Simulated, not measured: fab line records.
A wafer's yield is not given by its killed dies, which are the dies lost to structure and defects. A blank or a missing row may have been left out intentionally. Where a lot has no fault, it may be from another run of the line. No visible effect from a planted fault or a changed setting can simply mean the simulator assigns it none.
A lot that was struck, set against a sound lot	flow n5-finfet	39 out of 1938 route steps
Sound: these wafers, L201.4, L201.5, L201.6. The struck wafers were L220.2, L220.3, L220.6. The cause is given at the end.
Order at every step that has rows: each side's tool, ch and its chambers, its first start. Under that, the readings that differ: sound wafers	struck wafers	difference of the means	sigmas: that difference in standard deviations of wafers without a fault.
alike: a reading whose means differ by less than 2 such deviations, as well as words and numbers matching on both sides. not compared: withheld readings; readings where some wafer has no value; bounds like >300 that might hide an equal value; numbers whose values overlap and for which the record gives no deviation.
A row with sigmas, a row that says differs or no value, or rows on one side alone: a step with any of these is where the two part. When numbers do not overlap yet have no deviation, they are printed without sigmas and do not part them. A reading missing from all wafers of one side parts the sides only when that side holds two or more wafers.

first, 11 steps without rows for these wafers: N5_BEOL_M2_STRIP_65 (strips in N2/H2); N5_BEOL_M2_STRIP_75 (strips in N2/H2); N5_BEOL_M2_STRIP_66 (strips in CF4); N5_BEOL_M2_HM_OPEN_17 (chemistry Cl2/BCl3, target TiN, target depth 20 nm, overetch 6 nm); N5_BEOL_M2_STRIP_19 (strips in O2); N5_BEOL_M2_COAT_67 (time 60 s, resist thk 60 nm); N5_BEOL_M2_COAT_68 (time 60 s, resist thk 12 nm); N5_BEOL_M2_COAT_76 (time 60 s, resist thk 5 nm); N5_BEOL_M2_COAT_22 (resist thk 30 nm); N5_BEOL_M2_EBR_24; N5_BEOL_M2_SOFTBAKE_23 (time 60 s).
N5_BEOL_M2_EXPOSE_25: exposes mask V1, defocus 5 nm.
  sound on euv-scanner-02 ch 0, day 6 18:58; struck on euv-scanner-02 ch 0, day 11 12:58
reading	sound	struck	difference	sigmas
exposure-dose-mJ-cm2	62.73 62.72 62.75	54.86 54.88 54.92	-7.85	-65
  alike: mask
then, 2 steps without rows for these wafers: N5_BEOL_M2_PEB_26 (peb time 60 s); N5_BEOL_M2_DEVELOP_27 (develop time 30 s).
N5_BEOL_M2_CD_MEAS_28: target cd 26.2 nm, target cd y 24.1 nm.
  sound on cd-sem-01 ch 0, day 6 19:05; struck on cd-sem-03 ch 0, day 11 13:07
reading	sound	struck	difference	sigmas
cd-nm (nm)	26.41 26.33 26.18	23.66 23.55 23.52	-2.73	-12
then, 22 steps without rows for these wafers: N5_BEOL_M2_DESCUM_33 (chemistry O2, time 7 s); N5_BEOL_M2_ETCH_77 (etches underlayer in N2/H2, target depth 6.5 nm, time 5.2 s); N5_BEOL_M2_ETCH_69 (etches SiARC in CF4, target depth 15.6 nm, time 26 s); N5_BEOL_M2_ALD_98 (deposits SiO2, target thk 2.5 nm, pulse time 1 s, co reactant pulse time 1 s); N5_BEOL_M2_ETCHBACK_99 (etches SiO2 in CHF3, target depth 5 nm, time 10.4 s); N5_BEOL_M2_ETCH_70 (etches SOC in N2/H2, target depth 80 nm, overetch 24 nm, time 130 s); N5_BEOL_M2_STRIP_71 (strips in N2/H2); N5_BEOL_M2_STRIP_78 (strips in N2/H2); N5_BEOL_M2_VIA_ETCH_34 (etches the open film in C4F6/O2, target depth 69.4 nm, time 65.9 s); N5_BEOL_M2_STRIP_83 (strips in C4F6/O2); N5_BEOL_M2_STRIP_36 (strips in N2/H2); N5_BEOL_M2_TRENCH_ETCH_37 (etches SiOC in C4F6/O2, target depth 55.555 nm, time 29.2 s); N5_BEOL_M2_ETCH_41 (etches SiCN in CH3F/O2, target depth 29.9 nm, time 52.5 s); N5_BEOL_M2_STRIP_97 (strips in N2/H2, time 10 s); N5_BEOL_M2_HM_STRIP_39 (strips TiN in peroxide tin strip, target depth 25 nm, time 158 s); N5_BEOL_M2_SRD_40 (time 30 s); N5_BEOL_M2_PRECLEAN_42 (cleans in residue remover, time 60 s); N5_BEOL_M2_SRD_43 (time 30 s); N5_BEOL_M2_DEGAS_44 (time 60 s); N5_BEOL_M2_PRE_CLEAN_45 (time 30 s); N5_BEOL_M2_ALD_84 (deposits TaN, pulse time 2 s, purge time 3 s, co reactant purge time 2 s); N5_BEOL_M2_SURFACE_TREAT_85.
N5_BEOL_M4_RC_MEAS_101:
  the record has rows for the sound wafers here (prober-01 ch 0, day 8 00:20) and none for the struck ones
-- the record jumps here: 6 days lie between the struck wafers' starts before and after (it left off in module BEOL_M4 and takes up again in module PASSIVATION, whose first step shown is number 1936 of the route) --
N5_PASSIVATION_PROBE_49:
  record: rows for the struck wafers here (prober-01, day 17 03:55), none for the sound ones

## WHERE THEY PART
Earliest at N5_BEOL_M2_EXPOSE_25; latest, in this record, at N5_PASSIVATION_PROBE_49.

WHY: whatever the simulator had introduced
Process parameters drifting: euv-scanner-02 at N5_BEOL_M2_EXPOSE_25, beginning at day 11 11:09. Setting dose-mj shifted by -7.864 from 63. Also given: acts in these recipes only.
